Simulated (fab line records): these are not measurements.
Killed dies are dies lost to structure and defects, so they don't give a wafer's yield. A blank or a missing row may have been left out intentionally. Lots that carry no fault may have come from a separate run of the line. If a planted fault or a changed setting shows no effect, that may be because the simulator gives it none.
fab line records | flow nandHarc
record: lots: 14 | wafers: 42 | lastDay: 25
route steps=1159 shown A_BLC@976 A_M0@1002
lots with no fault: from the same line, run without faults
startH: hours from the record's opening day to when the first of the lot's shown wafers began | waitH: time in hours since the lot's previous step | " as in the row above | L1.1+2: a row that stands for several wafers | - no value, or no start given | * or withheld: withheld | < > ~ a bound
route shown NAME@n: NAME is a module with steps in the file, n the number in the route of the first one | usual: the fault-free wafers' mean and standard deviation | same: alike in all rows | chamber/n: place in a boat | sites: the reading at each site | _std_site: the standard deviation of these | _edge_site: mean of outer sites minus mean of inner sites | radiusMm: for every site, how far away it sits from the centre of the wafer | mask NAME#n: copy n | behind: the most recent tool/chamber to have shaped the wafer | hold: why the lot was held/for how many hours/how that ended | device: the transistor (n, p or np) that didn't switch | end of line: the same wafers' tests at the end of the route | a step given without rows: its recipe and nothing more | killed: dies lost to structure and defects at the first sort, not the wafer's yield | map: the dies of a wafer, with x for killed, . for not killed, _ for no die there
set.NAME: the setting the step ran with; set.NAME@STEP: the setting that earlier step ran with | model.NAME: the simulator's own value behind a step, which no gauge read
route steps across a sampled set of lots; one table per step, one row per wafer
services: from which hour (startH, from the record's first day; less than 0 if before it) a tool's chamber was out of use, for how many hours, and why
== steps ==
step: NHARC_A_BLC_INSPECT_12
usual: rawDefectCount: 30/15
lot.wafer | tool             | chamber | startH | waitH | rawDefectCount
L434.3    | defectInspect-01 | -       | 388.98 | 0.0   | 14
L434.4    | "                | -       | "      | "     | 20
L434.5    | "                | -       | "      | "     | 15
L437.1    | defectInspect-02 | -       | 400.06 | 0.0   | 11
L437.2    | "                | -       | "      | "     | 15
L437.6    | "                | -       | "      | "     | 12
L436.2    | defectInspect-01 | -       | 400.54 | 0.0   | 23
L436.4    | "                | -       | "      | "     | 21
L436.6    | "                | -       | "      | "     | 20
L441.4    | defectInspect-01 | -       | 426.29 | 0.0   | 10
L441.5    | "                | -       | "      | "     | 14
L441.6    | "                | -       | "      | "     | 14
L440.3    | defectInspect-02 | -       | 426.46 | 0.0   | 43
L440.4    | "                | -       | "      | "     | 39
L440.5    | "                | -       | "      | "     | 38
L438.3    | defectInspect-01 | -       | 429.78 | 0.0   | 13
L438.4    | "                | -       | "      | "     | 19
L438.6    | "                | -       | "      | "     | 28
L443.2    | defectInspect-01 | -       | 437.02 | 0.0   | 28
L443.3    | "                | -       | "      | "     | 30
L443.5    | "                | -       | "      | "     | 33
L445.1    | defectInspect-02 | -       | 454.05 | 0.0   | 43
L445.2    | "                | -       | "      | "     | 36
L445.4    | "                | -       | "      | "     | 36
L446.1    | defectInspect-02 | -       | 470.95 | 0.0   | 59
L446.2    | "                | -       | "      | "     | 62
L446.4    | "                | -       | "      | "     | 60
L450.1    | defectInspect-01 | -       | 483.52 | 0.0   | 38
L450.3    | "                | -       | "      | "     | 57
L450.6    | "                | -       | "      | "     | 32
L452.3    | defectInspect-01 | -       | 490.49 | 0.0   | 22
L452.4    | "                | -       | "      | "     | 28
L452.6    | "                | -       | "      | "     | 31
L451.2    | defectInspect-02 | -       | 495.89 | 0.0   | 66
L451.3    | "                | -       | "      | "     | 54
L451.4    | "                | -       | "      | "     | 56
L455.1    | defectInspect-01 | -       | 512.88 | 0.0   | 44
L455.2    | "                | -       | "      | "     | 55
L455.4    | "                | -       | "      | "     | 50
L456.1    | defectInspect-02 | -       | 530.06 | 0.0   | 53
L456.3    | "                | -       | "      | "     | 44
L456.5    | "                | -       | "      | "     | 36
step: NHARC_A_BLC_STRIP_29
recipe: cf4FlowSccm: 150 | arFlowSccm: 0 | biasW: 0 | chemistry: CF4
usual: drypumpMotorCurrentA: 5.8/0.32 | oesProductAu: 1.001/0.0085 | rfVppV: 59.3/0.97 | showerheadPlenumPTorr: 1.75/0.087 | throttleValvePct: 13.283/0.0086
lot.wafer | tool       | chamber | startH | waitH | drypumpMotorCurrentA | oesProductAu | rfHoursCounterH | rfVppV | showerheadPlenumPTorr | throttleValvePct
L434.3    | rieDiel-01 | 0       | 390.26 | 0.1   | 5.9                  | 1.006        | 23              | 58.7   | 1.65                  | 13.291
L434.4    | "          | 0       | "      | "     | 5.9                  | 1.002        | -               | 57.7   | 1.65                  | 13.281
L434.5    | "          | 1       | "      | "     | 4.8                  | 1.001        | -               | 61.8   | 1.90                  | 13.284
L437.2    | rieDiel-01 | 0       | 401.18 | 0.1   | 5.9                  | 1.002        | 26              | 57.6   | 1.65                  | 13.281
L437.1    | "          | 2       | "      | "     | 6.2                  | 1.004        | 27              | 58.3   | 1.71                  | 13.272
L437.6    | "          | 3       | "      | "     | 5.3                  | 0.988        | -               | 59.3   | 1.78                  | 13.289
L436.2    | rieDiel-07 | 1       | 401.67 | 0.1   | 5.7                  | 0.986        | 16              | 58.3   | 1.71                  | 13.300
L436.4    | "          | 2       | "      | "     | 5.8                  | 0.991        | 16              | 59.2   | 1.66                  | 13.284
L436.6    | "          | 0       | "      | "     | 6.0                  | 1.008        | -               | 58.7   | 1.69                  | 13.280
L441.4    | rieDiel-06 | 2       | 427.41 | 0.1   | 6.2                  | 1.003        | 0               | 61.0   | 1.85                  | 13.285
L441.6    | "          | 1       | "      | "     | 5.6                  | 0.983        | -               | 59.7   | 1.87                  | 13.278
L441.5    | "          | 2       | "      | "     | 6.2                  | 1.008        | -               | 60.6   | 1.85                  | 13.286
L440.4    | rieDiel-07 | 0       | 427.58 | 0.1   | 6.0                  | 1.011        | 1               | 58.9   | 1.69                  | 13.272
L440.3    | "          | 1       | "      | "     | 5.7                  | 0.992        | 1               | 58.2   | 1.71                  | 13.295
L440.5    | "          | 3       | "      | "     | 5.6                  | 0.991        | -               | 59.6   | 1.86                  | 13.278
L438.3    | rieDiel-07 | 2       | 430.88 | 0.1   | 5.8                  | 1.014        | 2               | 59.9   | 1.66                  | 13.303
L438.4    | "          | 0       | "      | "     | 5.9                  | 0.999        | 1               | 57.7   | 1.69                  | 13.274
L438.6    | "          | 2       | "      | "     | 5.8                  | 1.009        | -               | 58.9   | 1.66                  | 13.282
L443.2    | rieDiel-07 | 3       | 438.13 | 0.1   | 5.6                  | 1.006        | 2               | 59.4   | 1.86                  | 13.269
L443.3    | "          | 0       | "      | "     | 6.0                  | 0.999        | 1               | 60.0   | 1.69                  | 13.275
L443.5    | "          | 3       | "      | "     | 5.6                  | 1.004        | -               | 59.2   | 1.86                  | 13.264
L445.4    | rieDiel-07 | 1       | 455.16 | 0.1   | 5.7                  | 0.978        | 4               | 58.4   | 1.71                  | 13.292
L445.2    | "          | 2       | "      | "     | 5.8                  | 1.004        | 4               | 58.7   | 1.66                  | 13.281
L445.1    | "          | 0       | "      | "     | 5.9                  | 1.007        | 3               | 58.0   | 1.69                  | 13.273
L446.1    | rieDiel-07 | 3       | 472.19 | 0.1   | 5.6                  | 0.998        | 5               | 59.8   | 1.86                  | 13.295
L446.4    | "          | 0       | "      | "     | 6.0                  | 1.004        | 4               | 59.0   | 1.69                  | 13.289
L446.2    | "          | 2       | "      | "     | 5.8                  | 1.006        | 5               | 57.6   | 1.66                  | 13.276
L450.3    | rieDiel-06 | 2       | 484.64 | 0.1   | 6.2                  | 1.012        | 5               | 60.0   | 1.85                  | 13.279
L450.1    | "          | 3       | "      | "     | 6.5                  | 0.997        | 7               | 60.5   | 1.66                  | 13.272
L450.6    | "          | 1       | "      | "     | 5.6                  | 0.990        | -               | 59.8   | 1.87                  | 13.286
L452.3    | rieDiel-07 | 3       | 491.58 | 0.1   | 5.6                  | 0.998        | 6               | 59.4   | 1.86                  | 13.271
L452.4    | "          | 2       | "      | "     | 5.8                  | 1.012        | 6               | 58.4   | 1.65                  | 13.282
L452.6    | "          | 3       | "      | "     | 5.6                  | 0.998        | -               | 59.2   | 1.86                  | 13.288
L451.2    | rieDiel-07 | 3       | 496.99 | 0.1   | 5.6                  | 1.014        | 7               | 60.2   | 1.86                  | 13.269
L451.3    | "          | 0       | "      | "     | 5.9                  | 1.013        | 6               | 57.8   | 1.69                  | 13.285
L451.4    | "          | 1       | "      | "     | 5.7                  | 0.984        | 7               | 57.8   | 1.71                  | 13.276
L455.1    | rieDiel-06 | 2       | 514.19 | 0.1   | 6.2                  | 1.014        | 9               | 60.1   | 1.85                  | 13.287
L455.2    | "          | 0       | "      | "     | 5.7                  | 1.007        | 12              | 57.9   | 1.76                  | 13.289
L455.4    | "          | 1       | "      | "     | 5.6                  | 0.997        | 12              | 61.5   | 1.86                  | 13.300
L456.3    | rieDiel-07 | 0       | 531.48 | 0.1   | 5.9                  | 0.996        | 10              | 59.2   | 1.69                  | 13.287
L456.1    | "          | 1       | "      | "     | 5.7                  | 0.996        | 11              | 58.4   | 1.71                  | 13.285
L456.5    | "          | 1       | "      | "     | 5.7                  | 0.985        | -               | 59.8   | 1.71                  | 13.279
step: NHARC_A_M0_PEB_07
recipe: pebTempC: 100 | pebTimeS: 65
usual: heaterPowerTotalW: 156.6/0.4
lot.wafer | tool          | chamber | startH | waitH | heaterPowerTotalW
L434.3    | lithoTrack-01 | 0       | 395.06 | 0.1   | 156.0
L434.4    | "             | 0       | "      | "     | 156.8
L434.5    | "             | 0       | "      | "     | 157.2
L437.1    | lithoTrack-06 | 0       | 409.04 | 0.1   | 156.8
L437.2    | "             | 0       | "      | "     | 157.1
L437.6    | "             | 0       | "      | "     | 156.6
L436.2    | lithoTrack-06 | 0       | 409.62 | 0.1   | 156.7
L436.4    | "             | 0       | "      | "     | 156.6
L436.6    | "             | 0       | "      | "     | 156.2
L441.4    | lithoTrack-01 | 0       | 430.12 | 0.0   | 156.2
L441.5    | "             | 0       | "      | "     | 157.0
L441.6    | "             | 0       | "      | "     | 156.9
L440.3    | lithoTrack-06 | 0       | 430.57 | 0.0   | 156.9
L440.4    | "             | 0       | "      | "     | 156.4
L440.5    | "             | 0       | "      | "     | 157.2
L438.3    | lithoTrack-01 | 0       | 436.29 | 0.0   | 156.7
L438.4    | "             | 0       | "      | "     | 157.0
L438.6    | "             | 0       | "      | "     | 156.6
L443.2    | lithoTrack-06 | 0       | 443.56 | 0.1   | 157.0
L443.3    | "             | 0       | "      | "     | 157.2
L443.5    | "             | 0       | "      | "     | 157.0
L445.1    | lithoTrack-01 | 0       | 457.80 | 0.1   | 156.0
L445.2    | "             | 0       | "      | "     | 156.3
L445.4    | "             | 0       | "      | "     | 157.2
L446.1    | lithoTrack-01 | 0       | 475.19 | 0.1   | 168.6
L446.2    | "             | 0       | "      | "     | 168.7
L446.4    | "             | 0       | "      | "     | 168.0
L450.1    | lithoTrack-01 | 0       | 489.87 | 0.1   | 169.3
L450.3    | "             | 0       | "      | "     | 167.9
L450.6    | "             | 0       | "      | "     | 168.1
L452.3    | lithoTrack-06 | 0       | 496.55 | 0.0   | 156.7
L452.4    | "             | 0       | "      | "     | 157.1
L452.6    | "             | 0       | "      | "     | 157.1
L451.2    | lithoTrack-04 | 0       | 504.50 | 0.1   | 156.1
L451.3    | "             | 0       | "      | "     | 157.2
L451.4    | "             | 0       | "      | "     | 156.6
L455.1    | lithoTrack-04 | 0       | 516.96 | 0.1   | 155.9
L455.2    | "             | 0       | "      | "     | 156.0
L455.4    | "             | 0       | "      | "     | 156.9
L456.1    | lithoTrack-06 | 0       | 541.66 | 0.1   | 156.0
L456.3    | "             | 0       | "      | "     | 156.4
L456.5    | "             | 0       | "      | "     | 156.5
step: NHARC_A_M0_STRIP_18
recipe: powerW: 1000 | n2FlowSccm: 150 | h2FlowSccm: 150 | arFlowSccm: 0 | biasW: 0 | chemistry: N2/H2
usual: drypumpMotorCurrentA: 5.7/0.51 | oesProductAu: 1.003/0.0083 | rfVppV: 90.6/0.98 | showerheadPlenumPTorr: 2.04/0.089 | throttleValvePct: 14.171/0.009
lot.wafer | tool       | chamber | startH | waitH | drypumpMotorCurrentA | oesProductAu | rfHoursCounterH | rfVppV | showerheadPlenumPTorr | throttleValvePct
L434.4    | rieDiel-10 | 2       | 395.73 | 0.1   | 5.7                  | 1.009        | 2               | 91.8   | 2.13                  | 14.157
L434.3    | "          | 3       | "      | "     | 5.4                  | 1.018        | 2               | 90.6   | 1.92                  | 14.179
L434.5    | "          | 2       | "      | "     | 5.7                  | 1.013        | -               | 90.8   | 2.13                  | 14.171
L437.1    | rieDiel-10 | 1       | 409.69 | 0.1   | 5.2                  | 1.011        | 3               | 90.6   | 1.95                  | 14.154
L437.2    | "          | 3       | "      | "     | 5.4                  | 1.000        | 3               | 89.3   | 1.92                  | 14.187
L437.6    | "          | 2       | "      | "     | 5.7                  | 0.990        | -               | 91.2   | 2.13                  | 14.154
L436.2    | rieDiel-05 | 1       | 410.27 | 0.1   | 5.1                  | 1.007        | 4               | 91.1   | 2.09                  | 14.176
L436.4    | "          | 0       | "      | "     | 5.8                  | 1.003        | 3               | 90.1   | 2.05                  | 14.166
L436.6    | "          | 2       | "      | "     | 5.4                  | 1.018        | -               | 90.6   | 2.07                  | 14.158
L441.4    | rieDiel-10 | 0       | 430.80 | 0.1   | 6.6                  | 1.003        | 5               | 91.6   | 2.15                  | 14.171
L441.5    | "          | 0       | "      | "     | 6.6                  | 1.007        | -               | 91.5   | 2.15                  | 14.177
L441.6    | "          | 1       | "      | "     | 5.2                  | 1.003        | -               | 90.9   | 1.95                  | 14.174
L440.3    | rieDiel-10 | 1       | 431.20 | 0.1   | 5.2                  | 1.015        | 4               | 89.1   | 1.95                  | 14.172
L440.4    | "          | 0       | "      | "     | 6.6                  | 1.012        | 5               | 90.5   | 2.15                  | 14.176
L440.5    | "          | 1       | "      | "     | 5.2                  | 1.011        | -               | 90.7   | 1.95                  | 14.175
L438.3    | rieDiel-13 | 0       | 437.02 | 0.1   | 5.7                  | 1.000        | 13              | 92.2   | 2.11                  | 14.170
L438.4    | "          | 1       | "      | "     | 5.9                  | 1.011        | 13              | 89.9   | 2.04                  | 14.168
L438.6    | "          | 3       | "      | "     | 5.8                  | 1.003        | -               | 88.5   | 2.08                  | 14.161
L443.2    | rieDiel-10 | 0       | 444.26 | 0.1   | 6.6                  | 1.015        | 6               | 91.0   | 2.15                  | 14.180
L443.3    | "          | 1       | "      | "     | 5.2                  | 1.010        | 6               | 89.8   | 1.95                  | 14.168
L443.5    | "          | 2       | "      | "     | 5.7                  | 1.010        | -               | 91.3   | 2.13                  | 14.173
L445.4    | rieDiel-10 | 3       | 458.47 | 0.1   | 5.4                  | 0.992        | 6               | 90.1   | 1.92                  | 14.186
L445.2    | "          | 0       | "      | "     | 6.6                  | 0.998        | 7               | 92.7   | 2.15                  | 14.168
L445.1    | "          | 1       | "      | "     | 5.2                  | 1.009        | 7               | 90.1   | 1.95                  | 14.170
L446.2    | rieDiel-10 | 3       | 475.83 | 0.1   | 5.4                  | 1.001        | 8               | 89.1   | 1.92                  | 14.176
L446.4    | "          | 0       | "      | "     | 6.6                  | 1.000        | 8               | 91.5   | 2.15                  | 14.165
L446.1    | "          | 2       | "      | "     | 5.7                  | 0.996        | 8               | 91.3   | 2.13                  | 14.166
L450.3    | rieDiel-10 | 3       | 490.61 | 0.1   | 5.4                  | 0.998        | 9               | 89.1   | 1.92                  | 14.168
L450.1    | "          | 0       | "      | "     | 6.6                  | 0.999        | 9               | 91.5   | 2.15                  | 14.160
L450.6    | "          | 1       | "      | "     | 5.2                  | 1.007        | -               | 91.2   | 1.95                  | 14.179
L452.3    | rieDiel-10 | 3       | 497.21 | 0.1   | 5.4                  | 0.991        | 10              | 89.2   | 1.92                  | 14.163
L452.4    | "          | 0       | "      | "     | 6.6                  | 0.991        | 10              | 92.8   | 2.15                  | 14.181
L452.6    | "          | 3       | "      | "     | 5.3                  | 0.988        | -               | 89.7   | 1.92                  | 14.170
L451.2    | rieDiel-10 | 0       | 505.16 | 0.1   | 6.6                  | 1.018        | 10              | 92.6   | 2.15                  | 14.180
L451.3    | "          | 1       | "      | "     | 5.2                  | 1.022        | 9               | 90.4   | 1.95                  | 14.164
L451.4    | "          | 2       | "      | "     | 5.7                  | 1.014        | 10              | 91.2   | 2.13                  | 14.177
L455.4    | rieDiel-13 | 1       | 517.62 | 0.1   | 5.9                  | 0.991        | 3               | 90.4   | 2.04                  | 14.177
L455.1    | "          | 2       | "      | "     | 4.9                  | 1.002        | 3               | 88.6   | 1.95                  | 14.168
L455.2    | "          | 3       | "      | "     | 5.8                  | 1.001        | 2               | 89.8   | 2.08                  | 14.178
L456.3    | rieDiel-10 | 2       | 542.35 | 0.1   | 5.7                  | 0.997        | 0               | 91.5   | 2.13                  | 14.174
L456.1    | "          | 3       | "      | "     | 5.4                  | 1.014        | 0               | 89.8   | 1.92                  | 14.164
L456.5    | "          | 0       | "      | "     | 6.6                  | 1.006        | -               | 91.5   | 2.15                  | 14.178
== services ==
tool          | chamber | startH | hours | kind
rieDiel-01    | 3       | 381.01 | 14.8  | repair
rieDiel-06    | 1       | 383.20 | 1.4   | repair
rieDiel-07    | -       | 405.28 | 9.0   | pm
rieDiel-07    | 3       | 414.80 | 2.3   | repair
rieDiel-06    | 2       | 415.99 | 9.5   | repair
rieDiel-06    | -       | 418.20 | 9.0   | pm
rieDiel-13    | 3       | 420.67 | 5.7   | repair
rieDiel-13    | -       | 427.85 | 0.7   | repair
rieDiel-06    | 2       | 435.55 | 8.1   | repair
lithoTrack-01 | -       | 443.00 | 7.0   | pm
rieDiel-13    | -       | 453.00 | 9.0   | pm
lithoTrack-06 | -       | 467.00 | 7.0   | pm
rieDiel-01    | 0       | 478.84 | 7.4   | repair
rieDiel-13    | 3       | 482.86 | 5.8   | repair
rieDiel-13    | 3       | 489.95 | 1.2   | repair
lithoTrack-04 | -       | 491.00 | 7.0   | pm
rieDiel-01    | -       | 493.26 | 9.0   | pm
rieDiel-13    | 1       | 508.23 | 7.8   | repair
rieDiel-10    | 3       | 513.02 | 10.8  | repair
rieDiel-06    | 0       | 526.30 | 10.8  | repair
rieDiel-07    | 2       | 527.77 | 19.9  | repair
rieDiel-10    | -       | 530.50 | 9.0   | pm
rieDiel-07    | 0       | 539.33 | 2.0   | repair
rieDiel-06    | -       | 539.52 | 0.4   | repair
== key ==
firstSign: step: NHARC_A_M0_PEB_07 | reading: heaterPowerTotalW | direction: up | sigmas: 29 | usual: * | struck: *
effect none on later readings
metAt NHARC_A_M0_PEB_07
struckLots L446,L450
sortLeftOut L446.1,L446.2,L446.4,L450.1,L450.3,L450.6
loopTrim: step: NHARC_A_M0_EXPOSE_06 | setting: dose | lots: L450
notActingAt NHARC_A_BLC_INSPECT_12,NHARC_A_BLC_STRIP_29,NHARC_A_M0_STRIP_18
onsetBetween 457.80 475.19
fault: kind: processParameterDrift | tool: lithoTrack-01 | chamber: - | onsetH: 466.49 | steps: NHARC_A_M0_PEB_07 | channel: pebTimeS | offset: * | shape: step | endH: 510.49 | actsIn: * | stated: *
sortLeftOut: the simulated sort isn't trusted on such a fault, so these wafers' sort isn't shown, and their yield isn't known
loopTrim: a control loop set the setting to another value than it would have without faults
